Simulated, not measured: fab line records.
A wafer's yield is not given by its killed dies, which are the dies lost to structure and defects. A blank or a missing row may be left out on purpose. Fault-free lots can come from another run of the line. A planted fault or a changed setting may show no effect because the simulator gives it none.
fab line records	flow n5Finfet
[record] lots = 7	wafers = 21	lastDay = 18
route steps=1938 shown BEOL_M4@1111 BEOL_M13@1709 BEOL_M14@1716 BEOL_M15@1830 PASSIVATION@1936
lots that met no fault: from a run of the same line without faults
startH: hours from the record's opening day to when the first of the lot's shown wafers began	waitH: hours from the lot's prior step to this one	" unchanged from the row above	L1.1+2: a single row standing in for several wafers	- either no value or no given start	* or withheld: withheld	< > ~ a bound
route shown NAME@n: names a module that has steps shown in the file, with the first one's number in the route	usual: average and standard deviation across the fault-free wafers	same: alike in all rows	chamber/n: place in a boat	sites: readings site by site	_std_site: the standard deviation of these	_edge_site: outer sites' mean less inner sites'	radiusMm: for every site, how far away it sits from the centre of the wafer	mask NAME#n: copy n	behind: tool/chamber where the wafer was last shaped	hold: the reason the lot was held/the length of the hold in hours/how it ended	device: the n, p or np transistor that did not switch	end of line: the same wafers' tests at the end of the route	a step with no rows: only its recipe	killed: dies lost to structure and defects at the first sort, not the wafer's yield	map: the dies of a wafer, with x for killed, . for not killed, _ for no die there
set.NAME: the run value of the setting; set.NAME@STEP: its run value at that earlier step	model.NAME: the simulator's own value behind a step, which no gauge read
the route's steps for a sample of lots (tables are steps, rows are wafers)
services: from which hour (startH, from the record's first day; less than 0 if before it) a tool's chamber was out of use, for how many hours, and why
[[steps]]
[step N5_BEOL_M4_RC_MEAS_101]
[usual] DIBL_N = 36.9/1.7	DIBL_P = 36.7/2.1	IOFF_N = 0.17/0.032	IOFF_P = 0.22/0.036	ION_N = 674/12	ION_P = 461/7	SS_N = 71.7/0.6	SS_P = 73.4/0.67	VT_N = 249/3.1	VT_P = -250/3.2
lot.wafer	tool	chamber	startH	waitH	DIBL_N[mV/V]	DIBL_P[mV/V]	IOFF_N[nA/um]	IOFF_P[nA/um]	ION_N[uA/um]	ION_P[uA/um]	SS_N[mV/dec]	SS_P[mV/dec]	VT_N[mV]	VT_P[mV]
L849.2	prober-02	0	195.54	0.2	37.5	38.3	0.17	0.21	668	460	71.6	73.6	250	-252
L849.4	"	0	"	"	40.4	42.5	0.24	0.28	691	463	72.7	75.5	242	-248
L849.5	"	0	"	"	37.1	38.5	0.16	0.21	678	461	72.3	73.6	250	-251
L856.2	prober-01	0	231.92	0.2	36.1	35.3	0.15	0.22	668	466	71.4	72.6	250	-246
L856.4	"	0	"	"	34.8	34.0	0.13	0.19	656	457	70.9	71.8	253	-252
L856.6	"	0	"	"	35.1	34.4	0.14	0.19	665	459	71.9	72.7	252	-249
L857.1	prober-01	0	240.87	0.0	37.7	38.5	0.19	0.26	688	475	72.3	73.5	248	-245
L857.2	"	0	"	"	34.9	36.7	0.14	0.21	677	466	70.8	73.7	253	-249
L857.4	"	0	"	"	36.2	37.5	0.16	0.23	677	461	72.2	72.3	248	-246
L855.1	prober-01	0	248.61	0.0	38.3	37.3	0.18	0.23	684	461	72.0	73.8	250	-252
L855.5	"	0	"	"	40.4	39.3	0.24	0.27	692	472	72.4	74.3	246	-249
L855.6	"	0	"	"	38.5	36.5	0.20	0.22	680	458	72.6	74.3	248	-250
L858.1	prober-02	0	249.66	0.0	34.9	35.1	0.13	0.16	673	455	70.6	73.0	251	-256
L858.2	"	0	"	"	35.7	34.9	0.14	0.16	672	454	71.3	73.2	253	-256
L858.6	"	0	"	"	36.9	37.2	0.17	0.19	686	459	71.6	74.1	250	-251
L863.2	prober-02	0	279.27	0.2	36.3	35.0	0.17	0.26	681	470	71.5	72.7	247	-245
L863.5	"	0	"	"	34.8	33.8	0.13	0.23	668	469	71.8	72.6	254	-245
L863.6	"	0	"	"	37.2	35.8	0.18	0.26	681	471	71.3	73.8	247	-245
L868.4	prober-01	0	312.33	0.5	39.1	38.5	0.18	0.23	663	460	71.9	74.1	251	-249
L868.5	"	0	"	"	37.7	37.1	0.16	0.22	659	458	72.1	73.7	252	-248
L868.6	"	0	"	"	39.5	39.5	0.19	0.26	681	467	72.8	73.8	251	-247
[step N5_BEOL_M13_ANNEAL_48]
[recipe] tempC = 225	timeS = 90	ambient = N2
[usual] annealTempC = 225.04/0.17	wafer_temp_C_max = 226.0/0.38
lot.wafer	tool	chamber	startH	waitH	annealTempC	wafer_temp_C_max
L849.2	rtpAnneal-01	0	267.97	0.5	225.01	225.7
L849.4	"	0	"	"	224.84	225.9
L849.5	"	0	"	"	225.27	225.8
L856.2	rtpAnneal-01	0	300.68	0.2	224.80	225.4
L856.4	"	0	"	"	225.11	225.8
L856.6	"	0	"	"	224.63	225.5
L858.1	rtpAnneal-01	0	324.05	0.1	224.93	225.6
L858.2	"	0	"	"	224.94	225.9
L858.6	"	0	"	"	225.04	225.8
L857.1	rtpAnneal-02	0	326.75	0.1	225.10	226.4
L857.2	"	0	"	"	225.09	226.7
L857.4	"	0	"	"	225.08	225.9
L855.1	rtpAnneal-01	0	327.88	0.2	225.20	226.2
L855.5	"	0	"	"	225.01	225.9
L855.6	"	0	"	"	225.07	225.6
L863.2	rtpAnneal-02	0	359.73	0.2	224.86	226.4
L863.5	"	0	"	"	224.84	227.1
L863.6	"	0	"	"	224.58	226.7
L868.4	rtpAnneal-02	0	393.04	0.3	224.96	226.6
L868.5	"	0	"	"	224.70	226.4
L868.6	"	0	"	"	225.10	227.1
[step N5_BEOL_M13_DEP_53]
[recipe] material = SiCN	targetThkA = 500	tempC = withheld	precursor = 3MS/NH3	pressureTorr = 3	rfW = 675	timeS = 17.8
[usual] showerheadPlenumPTorr = 4.170/0.022	throttleValvePct = 18.2/0.82
lot.wafer	tool	chamber	startH	waitH	showerheadPlenumPTorr	sinceWetCleanH	throttleValvePct
L849.2	pecvd-01	1	268.60	0.0	4.211	1516	19.4
L849.4	"	1	"	"	4.205	-	19.5
L849.5	"	2	"	"	4.187	-	17.0
L856.2	pecvd-02	1	301.29	0.0	4.195	2093	17.7
L856.4	"	2	"	"	4.159	-	17.6
L856.6	"	1	"	"	4.207	-	17.8
L858.1	pecvd-03	2	324.86	0.0	4.152	456	17.7
L858.2	"	1	"	"	4.143	1935	19.1
L858.6	"	2	"	"	4.177	-	17.5
L857.1	pecvd-01	0	327.41	0.0	4.140	850	18.0
L857.2	"	1	"	"	4.198	1575	19.4
L857.4	"	1	"	"	4.208	-	19.5
L855.1	pecvd-02	1	328.53	0.0	4.200	2120	17.8
L855.5	"	0	"	"	4.171	-	19.5
L855.6	"	1	"	"	4.206	-	18.0
L863.2	pecvd-01	1	360.34	0.0	4.211	1608	19.3
L863.5	"	2	"	"	4.183	-	17.0
L863.6	"	1	"	"	4.200	-	19.4
L868.4	pecvd-03	2	393.57	0.0	4.173	-	17.5
L868.5	"	1	"	"	4.140	-	19.0
L868.6	"	0	"	"	4.196	-	18.1
[step N5_BEOL_M14_ILD_DEP_00]
[recipe] material = SiO2	targetThkA = 11193	tempC = 400	precursor = TEOS/O2	pressureTorr = 6.5	rfW = 900	teosFlowSccm = 161.4	gas = O2	flowSccm = 2650	timeS = 237.4
[usual] heaterPowerW = 520/91	showerheadPlenumPTorr = 8.37/0.047	throttleValvePct = 18.3/0.99
lot.wafer	tool	chamber	startH	waitH	heaterPowerW	showerheadPlenumPTorr	sinceWetCleanH	throttleValvePct
L849.2	pecvd-04	2	268.75	0.0	417	8.33	219	16.9
L849.4	"	2	"	"	463	8.35	-	16.7
L849.5	"	1	"	"	413	8.44	-	18.9
L856.2	pecvd-04	0	301.42	0.0	600	8.33	1005	18.7
L856.4	"	0	"	"	455	8.35	-	18.7
L856.6	"	1	"	"	529	8.46	-	18.9
L858.1	pecvd-01	2	324.99	0.0	656	8.37	67	17.5
L858.2	"	1	"	"	505	8.41	1573	20.0
L858.6	"	0	"	"	573	8.30	-	18.5
L857.1	pecvd-04	2	327.54	0.0	471	8.35	277	16.7
L857.2	"	0	"	"	557	8.33	1031	18.6
L857.4	"	2	"	"	354	8.36	-	16.6
L855.1	pecvd-01	0	328.66	0.0	533	8.29	851	18.6
L855.5	"	0	"	"	606	8.29	-	18.7
L855.6	"	2	"	"	562	8.38	-	17.4
L863.2	pecvd-04	1	360.47	0.0	539	8.44	1789	18.5
L863.5	"	1	"	"	407	8.44	-	18.9
L863.6	"	2	"	"	445	8.36	-	16.9
L868.4	pecvd-04	2	393.76	0.1	474	8.38	-	16.8
L868.5	"	0	"	"	451	8.32	-	18.4
L868.6	"	1	"	"	543	8.45	-	18.8
[step N5_BEOL_M14_EXPOSE_25]
[recipe] maskId = M14	na = 0.8	sourceShape = annular	sigmaInner = 0.5	sigmaOuter = 0.8	polarization = unpolarized	targetCdNm = 280	doseMj = 26.6
lot.wafer	tool	chamber	startH	waitH	mask
L849.2+4+5	krfScanner-02	0	270.05	-	M14#0
L856.2+4+6	krfScanner-02	0	302.85	-	M14#0
L858.1+2+6	krfScanner-02	0	326.30	-	M14#0
L857.1+2+4	krfScanner-01	0	328.87	-	M14#0
L855.1+5+6	krfScanner-02	0	330.13	-	M14#0
L863.2+5+6	krfScanner-02	0	361.94	-	M14#0
L868.4+5+6	krfScanner-01	0	395.24	-	M14#0
[step N5_BEOL_M14_CD_MEAS_28]
[recipe] targetCdNm = 284.4	landingEnergyEv = 500	detector = seInlens
[usual] cdNm = 284.6/1.7
[same] landingEnergyEv = 500
lot.wafer	tool	chamber	startH	waitH	cdNm
L849.2	cdSem-01	0	270.22	-	286.3
L849.4	"	0	"	"	284.6
L849.5	"	0	"	"	283.9
L856.2	cdSem-01	0	303.02	-	285.1
L856.4	"	0	"	"	288.7
L856.6	"	0	"	"	284.9
L858.1	cdSem-01	0	326.48	-	322.9
L858.2	"	0	"	"	284.2
L858.6	"	0	"	"	283.1
L857.1	cdSem-01	0	329.04	-	288.0
L857.2	"	0	"	"	285.7
L857.4	"	0	"	"	285.7
L855.1	cdSem-03	0	330.30	-	321.0
L855.5	"	0	"	"	322.7
L855.6	"	0	"	"	286.4
L863.2	cdSem-03	0	362.10	-	281.3
L863.5	"	0	"	"	320.9
L863.6	"	0	"	"	283.7
L868.4	cdSem-03	0	395.40	-	283.7
L868.5	"	0	"	"	281.9
L868.6	"	0	"	"	284.4
[step N5_BEOL_M15_RC_MEAS_101]
[usual] COMB_M10 = 1.45e-11/2.9e-12	COMB_M11 = 1.42e-11/2.7e-12	COMB_M11_max_site = 2e-11/4.4e-12	COMB_M12 = 6.3e-12/1.3e-12	COMB_M13 = 4.7e-12/9.7e-13	COMB_M14 = 3.6e-12/8.5e-13	COMB_M15 = 2.5e-12/6.5e-13	COMB_M5 = 3.6e-11/7.1e-12	COMB_M6 = 2.6e-11/5.5e-12	COMB_M7 = 2.4e-11/5.4e-12	COMB_M8 = 2.6e-11/4.7e-12	COMB_M9 = 1.5e-11/3e-12	SERP_M10 = 3.10/0.07	SERP_M10_max_site = 3.18/0.075	SERP_M11 = 3.06/0.083	SERP_M12 = 0.635/0.016	SERP_M13 = 0.309/0.0072	SERP_M14 = 0.164/0.0046	SERP_M14_max_site = 0.166/0.0047	SERP_M5 = 39.9/1.6	SERP_M6 = 14.3/0.57	SERP_M7 = 13.8/0.56	SERP_M8 = 13.9/0.46	SERP_M9 = 3.07/0.08
lot.wafer	tool	chamber	startH	waitH	COMB_M10[S/m]	COMB_M11[S/m]	COMB_M11_max_site[S/m]	COMB_M12[S/m]	COMB_M13[S/m]	COMB_M14[S/m]	COMB_M15[S/m]	COMB_M5[S/m]	COMB_M6[S/m]	COMB_M7[S/m]	COMB_M8[S/m]	COMB_M9[S/m]	SERP_M10[ohm/um]	SERP_M10_max_site[ohm/um]	SERP_M11[ohm/um]	SERP_M12[ohm/um]	SERP_M13[ohm/um]	SERP_M14[ohm/um]	SERP_M14_max_site[ohm/um]	SERP_M5[ohm/um]	SERP_M6[ohm/um]	SERP_M7[ohm/um]	SERP_M8[ohm/um]	SERP_M9[ohm/um]
L849.2	prober-01	0	279.19	0.2	1.16e-11	1.19e-11	2.3e-11	5.5e-12	2.6e-12	3.8e-12	2.4e-12	3e-11	2.1e-11	2.1e-11	2.4e-11	1.75e-11	3.08	3.11	3.08	0.632	0.310	0.157	0.158	41.9	14.0	14.0	14.0	3.12
L849.4	"	0	"	"	1.01e-11	1.26e-11	1.8e-11	8e-12	3.7e-12	2.6e-12	2.4e-12	2.9e-11	3e-11	2.5e-11	2.2e-11	1.32e-11	3.07	3.16	3.09	0.658	0.301	0.166	0.168	39.7	15.0	13.5	13.8	3.14
L849.5	"	0	"	"	1.29e-11	1.54e-11	2.6e-11	6.4e-12	4.2e-12	5.2e-12	2.2e-12	3.1e-11	3.4e-11	1.5e-11	1.6e-11	1.36e-11	3.08	3.12	3.02	0.624	0.298	0.157	0.158	41.4	15.3	13.8	13.9	3.15
L856.2	prober-02	0	315.33	0.2	1.63e-11	9.9e-12	1.5e-11	5.5e-12	5e-12	6.3e-12	3.7e-12	3.9e-11	2.2e-11	2.4e-11	2.1e-11	1.41e-11	3.14	3.27	2.94	0.648	0.310	0.166	0.167	39.2	13.4	14.8	13.8	2.90
L856.4	"	0	"	"	1.57e-11	1.8e-11	2.5e-11	6e-12	4.8e-12	5.4e-12	3.3e-12	4.8e-11	2.1e-11	2.5e-11	1.9e-11	1.49e-11	3.20	3.27	3.03	0.650	0.308	0.167	0.170	39.9	13.8	15.3	14.6	3.05
L856.6	"	0	"	"	1.36e-11	1.25e-11	1.9e-11	5.4e-12	4.3e-12	4.7e-12	3.7e-12	2.8e-11	2e-11	2.1e-11	2.5e-11	1.27e-11	3.07	3.21	2.98	0.649	0.301	0.171	0.173	41.0	13.8	14.6	14.6	3.11
L858.1	prober-01	0	334.52	0.0	1.81e-11	1.35e-11	2e-11	7.7e-12	6e-12	2.8e-12	1.5e-12	4.1e-11	3.2e-11	2.6e-11	3.6e-11	9.6e-12	3.10	3.14	2.96	0.644	0.312	0.138	0.139	39.2	15.4	13.7	13.4	3.09
L858.2	"	0	"	"	1.77e-11	1.44e-11	1.7e-11	5.4e-12	4.6e-12	3.7e-12	1.7e-12	4.7e-11	2.4e-11	2.3e-11	2.8e-11	1.4e-11	3.01	3.16	3.06	0.646	0.312	0.161	0.162	36.7	14.8	13.7	13.8	3.07
L858.6	"	0	"	"	1.09e-11	1.48e-11	1.6e-11	7.1e-12	4.8e-12	3.5e-12	2.1e-12	4.3e-11	3e-11	2.7e-11	2.7e-11	1.63e-11	3.06	3.17	2.95	0.655	0.310	0.172	0.174	38.5	15.1	14.2	13.4	3.03
L857.1	prober-02	0	339.18	0.0	1.89e-11	1.96e-11	2.5e-11	6.8e-12	6.2e-12	5.5e-12	3.5e-12	3.6e-11	2.4e-11	2.5e-11	2.7e-11	1.02e-11	3.03	3.09	3.05	0.602	0.312	0.158	0.159	40.3	13.7	14.0	14.1	3.12
L857.2	"	0	"	"	1.45e-11	1.36e-11	2.1e-11	5.8e-12	5e-12	3.2e-12	2.5e-12	3.2e-11	2.5e-11	3.2e-11	2.4e-11	1.28e-11	3.16	3.23	3.15	0.614	0.295	0.156	0.158	39.4	14.5	13.5	13.6	3.01
L857.4	"	0	"	"	1.41e-11	1.43e-11	2e-11	6.3e-12	5.1e-12	3.6e-12	2.1e-12	4e-11	2.9e-11	2.3e-11	2.9e-11	1.71e-11	3.04	3.13	3.08	0.639	0.304	0.166	0.168	40.7	13.7	13.2	14.3	3.06
L855.1	prober-01	0	339.85	0.1	1.68e-11	1.8e-11	2.1e-11	6.3e-12	5.1e-12	3.7e-12	3.4e-12	2.8e-11	2.4e-11	3.2e-11	3.1e-11	1.14e-11	3.16	3.25	3.04	0.652	0.303	0.132	0.134	43.8	14.3	13.6	13.9	3.26
L855.5	"	0	"	"	1.25e-11	1.7e-11	2e-11	6.8e-12	5.5e-12	3.3e-12	2.1e-12	2.7e-11	2.2e-11	3e-11	3.3e-11	1.48e-11	3.23	3.35	3.03	0.644	0.303	0.136	0.138	40.6	14.9	14.7	13.9	3.02
L855.6	"	0	"	"	1.22e-11	1.88e-11	2.3e-11	6.3e-12	3.7e-12	3.7e-12	2.1e-12	2.2e-11	3.5e-11	2.1e-11	2.5e-11	1.93e-11	3.09	3.12	3.07	0.653	0.299	0.164	0.166	41.8	14.3	14.9	13.5	3.12
L863.2	prober-02	0	374.20	0.2	1.2e-11	1.66e-11	2.5e-11	5.7e-12	6.4e-12	4.2e-12	2.8e-12	3.9e-11	2.3e-11	3.7e-11	3.6e-11	1.43e-11	3.10	3.15	3.27	0.663	0.302	0.166	0.167	41.2	14.6	14.7	14.4	2.81
L863.5	"	0	"	"	1.34e-11	1.54e-11	2.3e-11	6.5e-12	5.9e-12	3.9e-12	3.3e-12	4e-11	2.2e-11	2.2e-11	2.8e-11	2e-11	3.00	3.06	3.01	0.664	0.309	0.136	0.137	42.2	15.2	13.7	14.3	2.84
L863.6	"	0	"	"	1.22e-11	1.68e-11	1.9e-11	6.8e-12	5.2e-12	2.7e-12	2.8e-12	4.4e-11	3.1e-11	2.6e-11	2.6e-11	1.97e-11	3.16	3.22	3.05	0.656	0.311	0.168	0.169	40.0	14.4	14.9	14.4	3.04
L868.4	prober-01	0	408.41	0.5	1.32e-11	1.39e-11	2.7e-11	4.7e-12	6.3e-12	3.1e-12	1.1e-12	3.5e-11	2.2e-11	2.1e-11	2.5e-11	1.19e-11	3.05	3.13	3.05	0.624	0.313	0.157	0.160	36.1	14.0	13.2	14.0	3.11
L868.5	"	0	"	"	1.2e-11	1.52e-11	2.6e-11	4.9e-12	4.3e-12	3.3e-12	2e-12	2.4e-11	3.2e-11	2.8e-11	2.4e-11	1.57e-11	3.04	3.09	3.05	0.639	0.310	0.172	0.173	37.4	13.9	14.1	14.0	2.99
L868.6	"	0	"	"	9.2e-12	1.29e-11	2.2e-11	7.6e-12	3.8e-12	3.2e-12	1.8e-12	4.5e-11	2.5e-11	2e-11	2.7e-11	1.57e-11	3.05	3.15	2.99	0.613	0.302	0.165	0.168	35.1	14.8	13.7	12.7	3.05
// sites SERP_M14 radiusMm=0,75,75,75,75,140,140,140,140
L849.2 0.157 0.158 0.156 0.157 0.158 0.158 0.158 0.157 0.156
L856.2 0.166 0.165 0.165 0.167 0.164 0.167 0.164 0.166 0.167
L858.1 0.138 0.139 0.138 0.139 0.138 0.139 0.139 0.138 0.137
L857.1 0.157 0.157 0.158 0.158 0.158 0.159 0.155 0.158 0.158
L855.1 0.133 0.132 0.134 0.133 0.132 0.131 0.132 0.132 0.132
L863.2 0.166 0.167 0.167 0.164 0.167 0.165 0.167 0.164 0.166
L868.4 0.157 0.157 0.158 0.157 0.158 0.157 0.159 0.157 0.160
[step N5_PASSIVATION_PROBE_49]
[usual] defectLimitedYield = 91.7/1.5	killed_at_M0_to_M3 = 32/9.6	killed_at_M4_up = 13/5.3	killedAtContacts = 12/6.8	killedAtFrontEnd = 36/9.8	killedAtOther = 4/3.1	killedDies = 98/17	killedOnRim = 13/4	killedOpen = 65/13	killedShort = 32/8.5	sort_bin_5_function = 4.9/0.93	sort_bin_6_memory = 3.2/0.67	sort_bin_8_speed = 0.00/0.02	sortNPass = 1082/17	sortYieldPct = 91.7/1.4
[same] grossDies = 1180	killedAtBackSide = 0	sort_bin_4_leakage[%] = 0
lot.wafer	tool	chamber	startH	waitH	defectLimitedYield[%]	killed_at_M0_to_M3	killed_at_M4_up	killedAtContacts	killedAtFrontEnd	killedAtOther	killedDies	killedOnRim	killedOpen	killedShort	sort_bin_5_function[%]	sort_bin_6_memory[%]	sort_bin_8_speed[%]	sortNPass	sortYieldPct[%]
L849.2	prober-01	-	293.20	0.1	89.7	46	16	14	41	4	121	14	82	38	5.3	4.6	0	1059	89.7
L849.4	prober-01	-	293.30	0.2	90.5	31	14	7	54	6	112	14	80	31	5.3	3.9	0	1068	90.5
L849.5	prober-01	-	293.35	0.2	91.7	36	13	16	31	2	98	13	65	31	5.1	3.0	0	1082	91.7
L856.2	prober-02	-	329.90	0.1	91.4	43	9	7	39	4	102	8	73	29	5.2	3.1	0	1078	91.4
L856.4	prober-02	-	330.00	0.2	90.8	38	23	15	32	1	109	10	90	19	5.3	3.8	0	1071	90.8
L856.6	prober-02	-	330.10	0.3	93.7	35	3	14	20	2	74	8	49	25	4.1	2.1	0	1106	93.7
L858.1	prober-02	-	351.38	0.0	81.4	38	133	14	35	0	220	48	76	33	6.1	2.9	0	960	81.4
L858.2	prober-02	-	351.43	0.1	92.2	27	21	3	40	1	92	14	62	28	4.7	2.9	0	1088	92.2
L858.6	prober-02	-	351.63	0.3	94.3	24	15	1	22	5	67	10	48	17	3.6	2.0	0	1113	94.3
L855.1	prober-02	-	359.15	0.0	84.2	36	100	6	38	6	186	45	52	38	3.7	3.6	0	994	84.2
L855.5	prober-02	-	359.35	0.2	83.8	32	110	14	33	2	191	49	58	39	4.8	3.1	0	989	83.8
L855.6	prober-02	-	359.40	0.3	90.7	31	17	15	40	7	110	16	68	36	5.3	3.3	0	1070	90.7
L863.2	prober-01	-	386.76	0.1	91.1	15	9	33	45	3	105	8	63	40	5.5	3.0	0	1075	91.1
L863.5	prober-01	-	386.91	0.2	83.7	18	95	21	54	4	192	41	78	26	5.0	4.2	0	988	83.7
L863.6	prober-01	-	386.96	0.3	93.7	17	7	11	34	5	74	4	49	21	3.5	2.7	0	1106	93.7
L868.4	prober-02	-	422.61	0.2	92.2	28	8	17	39	0	92	17	63	23	4.6	2.7	0	1088	92.2
L868.5	prober-02	-	422.66	0.2	92.5	29	6	12	41	0	88	17	57	27	3.9	3.1	0	1092	92.5
L868.6	prober-02	-	422.71	0.3	90.1	20	18	10	65	4	117	17	82	35	5.1	4.4	0	1063	90.1
// killed by level:class
L849.2 BEOL_M2:geometricParticle:open=15 GATE_CUT:geometricParticle:short=11 MOL_CONTACT_COAG:geometricParticle:open=11 BEOL_M3:geometricParticle:open=9 BEOL_M1:geometricParticle:open=8 FIN_SAQP:geometricParticle:open=4 FIN_CUT:geometricParticle:short=4 GATE_CUT:geometricParticle:open=4
L849.4 FIN_SAQP:geometricParticle:open=15 BEOL_M3:geometricParticle:open=10 GATE_CUT:geometricParticle:short=9 BEOL_M2:geometricParticle:open=9 FIN_SAQP:geometricParticle:short=8 BEOL_M4:geometricParticle:open=6 BEOL_M5:geometricParticle:open=5 STI_FIN_REVEAL:geometricParticle:open=5
L849.5 MOL_CONTACT_COAG:geometricParticle:open=13 BEOL_M2:geometricParticle:open=9 FIN_SAQP:geometricParticle:open=8 BEOL_M4:geometricParticle:open=8 FIN_SAQP:geometricParticle:short=6 BEOL_M3:geometricParticle:short=5 BEOL_M3:geometricParticle:open=5 STARTING-WAFER:geometricParticle:open=5
L856.2 FIN_SAQP:geometricParticle:open=9 BEOL_M1:geometricParticle:open=8 STI_FIN_REVEAL:geometricParticle:open=8 BEOL_M0_SAQP:geometricParticle:open=8 MOL_CONTACT_COAG:geometricParticle:open=7 BEOL_M2:geometricParticle:open=7 BEOL_M3:geometricParticle:open=7 BEOL_M0_SAQP:geometricParticle:short=5
L856.4 STI_FIN_REVEAL:geometricParticle:open=17 BEOL_M4:geometricParticle:open=16 MOL_CONTACT_COAG:geometricParticle:open=14 BEOL_M3:geometricParticle:open=10 BEOL_M0_SAQP:geometricParticle:open=8 BEOL_M0_SAQP:geometricParticle:short=6 BEOL_M2:geometricParticle:open=4 BEOL_M1:geometricParticle:open=4
L856.6 MOL_CONTACT_COAG:geometricParticle:open=9 BEOL_M0_SAQP:geometricParticle:short=8 BEOL_M0_SAQP:geometricParticle:open=7 STI_FIN_REVEAL:geometricParticle:open=5 MOL_CONTACT_COAG:geometricParticle:short=5 BEOL_M2:geometricParticle:open=5 BEOL_M3:geometricParticle:open=5 BEOL_M1:geometricParticle:open=4
L858.1 BEOL_M14:areaExpose=104 BEOL_M4:geometricParticle:open=16 MOL_CONTACT_COAG:geometricParticle:open=12 BEOL_M3:geometricParticle:open=10 FIN_SAQP:geometricParticle:open=7 BEOL_M0_SAQP:geometricParticle:short=6 BEOL_M1:geometricParticle:open=5 BEOL_M2:geometricParticle:open=5
L858.2 FIN_SAQP:geometricParticle:short=11 BEOL_M3:geometricParticle:open=10 FIN_SAQP:geometricParticle:open=8 DUMMY_GATE:geometricParticle:open=7 BEOL_M0_SAQP:geometricParticle:short=6 BEOL_M7:geometricParticle:open=5 BEOL_M1:geometricParticle:open=5 BEOL_M4:geometricParticle:open=4
L858.6 BEOL_M3:geometricParticle:open=6 BEOL_M0_SAQP:geometricParticle:open=5 FIN_SAQP:geometricParticle:open=4 GATE_CUT:geometricParticle:short=4 BEOL_M0:geometricParticle:open=4 BEOL_M2:geometricParticle:open=4 BEOL_M4:geometricParticle:open=4 FIN_SAQP:geometricParticle:short=3
L855.1 BEOL_M14:areaExpose=94 BEOL_M0_SAQP:geometricParticle:open=13 FIN_SAQP:geometricParticle:short=9 BEOL_M0_SAQP:geometricParticle:short=9 FIN_SAQP:geometricParticle:open=7 STI_FIN_REVEAL:geometricParticle:open=7 GATE_CUT:geometricParticle:short=7 MOL_CONTACT_COAG:geometricParticle:open=6
L855.5 BEOL_M14:areaExpose=94 MOL_CONTACT_COAG:geometricParticle:open=10 BEOL_M0_SAQP:geometricParticle:short=7 BEOL_M4:geometricParticle:open=7 FIN_SAQP:geometricParticle:short=6 BEOL_M0:geometricParticle:open=6 GATE_CUT:geometricParticle:open=6 FIN_SAQP:geometricParticle:open=5
L855.6 MOL_CONTACT_COAG:geometricParticle:open=13 BEOL_M2:geometricParticle:open=10 BEOL_M4:geometricParticle:open=10 GATE_CUT:geometricParticle:short=8 GATE_CUT:geometricParticle:open=7 HKMG_FIN:areaEtch=6 BEOL_M0:geometricParticle:open=5 BEOL_M0_SAQP:geometricParticle:short=4
L863.2 MOL_CONTACT_COAG:geometricParticle:open=26 STI_FIN_REVEAL:geometricParticle:open=11 FIN_SAQP:geometricParticle:short=7 MOL_CONTACT_COAG:geometricParticle:short=7 BEOL_M4:geometricParticle:open=6 BEOL_M0_SAQP:geometricParticle:open=5 BEOL_M0_SAQP:geometricParticle:short=5 FIN_SAQP:geometricParticle:open=4
L863.5 BEOL_M14:areaExpose=83 STI_FIN_REVEAL:geometricParticle:open=22 MOL_CONTACT_COAG:geometricParticle:open=17 GATE_CUT:geometricParticle:short=9 STI_FIN_REVEAL:geometricParticle:short=7 BEOL_M4:geometricParticle:open=6 BEOL_M2:geometricParticle:open=5 BEOL_M3:geometricParticle:open=4
L863.6 STI_FIN_REVEAL:geometricParticle:open=11 MOL_CONTACT_COAG:geometricParticle:open=8 BEOL_M3:geometricParticle:open=5 BEOL_M4:geometricParticle:open=4 GATE_CUT:geometricParticle:open=3 BEOL_M1:geometricParticle:open=3 STARTING-WAFER:geometricParticle:short=3 STI_FIN_REVEAL:geometricParticle:short=2
L868.4 MOL_CONTACT_COAG:geometricParticle:open=15 FIN_SAQP:geometricParticle:open=11 BEOL_M1:geometricParticle:open=8 BEOL_M2:geometricParticle:open=8 FIN_SAQP:geometricParticle:short=6 GATE_CUT:geometricParticle:short=5 GATE_CUT:geometricParticle:open=4 BEOL_M0:geometricParticle:open=4
L868.5 MOL_CONTACT_COAG:geometricParticle:open=12 FIN_SAQP:geometricParticle:short=9 BEOL_M2:geometricParticle:open=7 DUMMY_GATE:geometricParticle:open=6 BEOL_M0_SAQP:geometricParticle:open=5 FIN_SAQP:geometricParticle:open=4 STI_FIN_REVEAL:geometricParticle:open=4 BEOL_M0_SAQP:geometricParticle:short=4
L868.6 STI_FIN_REVEAL:geometricParticle:open=12 FIN_SAQP:geometricParticle:open=8 FIN_SAQP:geometricParticle:short=8 MOL_CONTACT_COAG:geometricParticle:open=8 GATE_CUT:geometricParticle:short=7 BEOL_M2:geometricParticle:open=7 BEOL_M4:geometricParticle:open=7 ILD0:geometricParticle:open=6
[[services]]
tool	chamber	startH	hours	kind
krfScanner-01	-	245.40	1.0	pm
krfScanner-02	0	247.14	-	calibration
krfScanner-01	-	248.59	0.8	pm
pecvd-01	0	251.33	2.1	scheduledDown
krfScanner-01	-	261.91	1.4	repair
pecvd-01	0	265.44	4.3	repair
pecvd-03	0	271.09	16.5	scheduledDown
krfScanner-02	-	284.84	0.9	repair
pecvd-02	0	294.23	2.1	scheduledDown
krfScanner-01	0	297.02	-	calibration
pecvd-01	1	314.86	5.5	scheduledDown
pecvd-04	-	314.96	6.0	pm
pecvd-02	-	318.61	0.8	repair
krfScanner-01	-	318.72	4.4	pm
krfScanner-02	-	330.99	1.6	repair
krfScanner-01	-	333.66	1.3	pm
krfScanner-02	-	336.99	0.2	repair
krfScanner-02	-	340.35	0.8	pm
krfScanner-02	-	348.73	1.0	pm
krfScanner-02	-	357.62	1.3	pm
krfScanner-02	-	367.74	4.5	repair
pecvd-03	0	379.52	2.1	scheduledDown
pecvd-02	1	383.62	-	clean
pecvd-04	-	388.65	1.0	repair
[[key]]
[firstSign] step = N5_BEOL_M14_CD_MEAS_28	reading = cdNm	direction = up	sigmas = 22	usual = 284.6	struck = 321.9
[effect] step = N5_BEOL_M15_RC_MEAS_101	reading = SERP_M14	direction = down	sigmas = 6.2	usual = 0.164	struck = 0.136
[effect] step = N5_PASSIVATION_PROBE_49	reading = killed_at_M4_up	direction = up	sigmas = 18	usual = 13	struck = 110
[moreKillsBornAt] N5_BEOL_M14_EXPOSE_25@krfScanner-02 = 375
metAt N5_BEOL_M14_EXPOSE_25
struckLots L855,L858,L863
struckWafers L855.1,L855.5,L858.1,L863.5
notActingAt N5_BEOL_M13_ANNEAL_48,N5_BEOL_M13_DEP_53,N5_BEOL_M14_ILD_DEP_00
onsetBetween 302.85 326.30
[fault] kind = processParameterDrift	tool = krfScanner-02	chamber = -	onsetH = 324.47	steps = N5_BEOL_M14_EXPOSE_25	channel = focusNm	offset = 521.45	shape = step	endH = 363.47	scope = struckWafersOnly
